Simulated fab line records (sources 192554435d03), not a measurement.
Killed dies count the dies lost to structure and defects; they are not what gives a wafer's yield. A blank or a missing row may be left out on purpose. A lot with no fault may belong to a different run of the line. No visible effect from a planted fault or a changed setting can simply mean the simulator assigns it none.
Code-filled problem report in 8D (eight disciplines) form || flow n5 finfet || the parts of the form that need people (team, actions taken, sign-off) are left out

1. THE PROBLEM
At N5_BEOL_M8_INSPECT_58, raw defect count averages 866 over 9 wafers from 3 lots, while fault-free wafers read 70, standard deviation 22. Relative to the usual mean, that is a shift of +36 standard deviations.
The step: inspects for defects (darkfield).
Seen first at day 10 15:30 on defect inspect-02, wafer L481.1. The record has a number at this step for 31 wafers belonging to 11 lots. The rule behind "out" and "out of limits": a value lying over 4 standard deviations away from the usual mean. Any other wafer with a number is counted as sound.

2. WHAT THIS IS AND IS NOT
{"question": "which readings at this step", "is": "raw defect count", "is not": "-"}
{"question": "which lots", "is": "L481, L482, L483", "is not": "L476, L479, L480, L491, L494, L497, L498, L499"}
{"question": "which wafers of those lots", "is": "all that have a number", "is not": "-"}
{"question": "read on which gauges", "is": "defect inspect-01, defect inspect-02", "is not": "-"}
{"question": "when", "is": "from day 10 15:30", "is not": "up to then (8 sound wafers); but 14 sound wafers of L491, L494, L497, L498, L499 came after"}

3. THE SUSPECTS, EACH WITH WHAT RULES IT OUT
Counting: a tool at any process step up to the reading remains a suspect when it ran all the lots that are out and ran no sound lot after the first of those.
- the gauge at N5_BEOL_M8_INSPECT_58 has been ruled out. 2 gauges (defect inspect-01, defect inspect-02) read the wafers that are out.
- cmp-03 at N5_BEOL_M8_CMP_52 (polishes, stops on SiCOH lowk, t overpolish 6.9 s, target thk 80 nm): ruled out as a lasting fault. Following L481 (day 10 15:03), the first lot on it that is out, the sound lots L494, L499, L497, L498 were run on it.
Left after counting: nothing in the record.

4. THE CAUSE (what the simulator had put in)
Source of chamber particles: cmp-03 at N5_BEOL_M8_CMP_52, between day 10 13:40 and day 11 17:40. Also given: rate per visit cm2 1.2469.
Counting ruled it out, wrongly: the rule takes a fault to strike every lot that its tool runs from its start on, and this one did not.

5. SEQUENCE OF EFFECTS, ordered by route
Each row: a reading whose mean over the struck wafers that have a number lies more than 3 standard deviations from the usual. Scope: only readings with a usual standard deviation given in the record; hours: median across lots of the time from each lot's start at the first step in this table that gives one to its start at this step; sigmas: change in usual standard deviations.
{"hours": 0, "step": "N5_BEOL_M8_INSPECT_58", "reading": "raw defect count", "usual": 70, "on struck wafers": 866, "change": "+796", "sigmas": "+36"}
{"hours": 3, "step": "N5_BEOL_M9_INSPECT_13", "reading": "raw defect count", "usual": 400, "on struck wafers": 1269, "change": "+869", "sigmas": "+9.1"}
{"hours": 66, "step": "N5_PASSIVATION_PROBE_49", "reading": "defect limited yield", "usual": "91.4 %", "on struck wafers": 45.6, "change": -45.8, "sigmas": -31}
{"hours": 66, "step": "N5_PASSIVATION_PROBE_49", "reading": "killed_at_M4_up", "usual": 14, "on struck wafers": 561, "change": "+547", "sigmas": "+99 or more"}
{"hours": 66, "step": "N5_PASSIVATION_PROBE_49", "reading": "killed dies", "usual": 101, "on struck wafers": 642, "change": "+541", "sigmas": "+32"}
{"hours": 66, "step": "N5_PASSIVATION_PROBE_49", "reading": "killed on rim", "usual": 14, "on struck wafers": 85, "change": "+71", "sigmas": "+16"}
{"hours": 66, "step": "N5_PASSIVATION_PROBE_49", "reading": "sort_bin_5_function", "usual": "5.0 %", "on struck wafers": 34.3, "change": "+29.3", "sigmas": "+29"}
{"hours": 66, "step": "N5_PASSIVATION_PROBE_49", "reading": "sort_bin_6_memory", "usual": "3.2 %", "on struck wafers": 16.1, "change": "+12.9", "sigmas": "+19"}
{"hours": 66, "step": "N5_PASSIVATION_PROBE_49", "reading": "sort n pass", "usual": 1079, "on struck wafers": 538, "change": -541, "sigmas": -32}
{"hours": 66, "step": "N5_PASSIVATION_PROBE_49", "reading": "sort yield pct", "usual": "91.4 %", "on struck wafers": 45.6, "change": -45.8, "sigmas": -31}
It contains these process steps:
- N5_PASSIVATION_PROBE_49

6. HOW IT WOULD HAVE BEEN CAUGHT EARLIER
Counted from the fault's start at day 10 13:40, it took 2 hours until the first out-of-limits reading at a measuring or inspecting step in this record, taken at day 10 15:30.
Tool readings at N5_BEOL_M8_CMP_52 with a usual standard deviation given in the record: none out on any struck wafer, hence no alarm at a limit of 4 standard deviations on them.
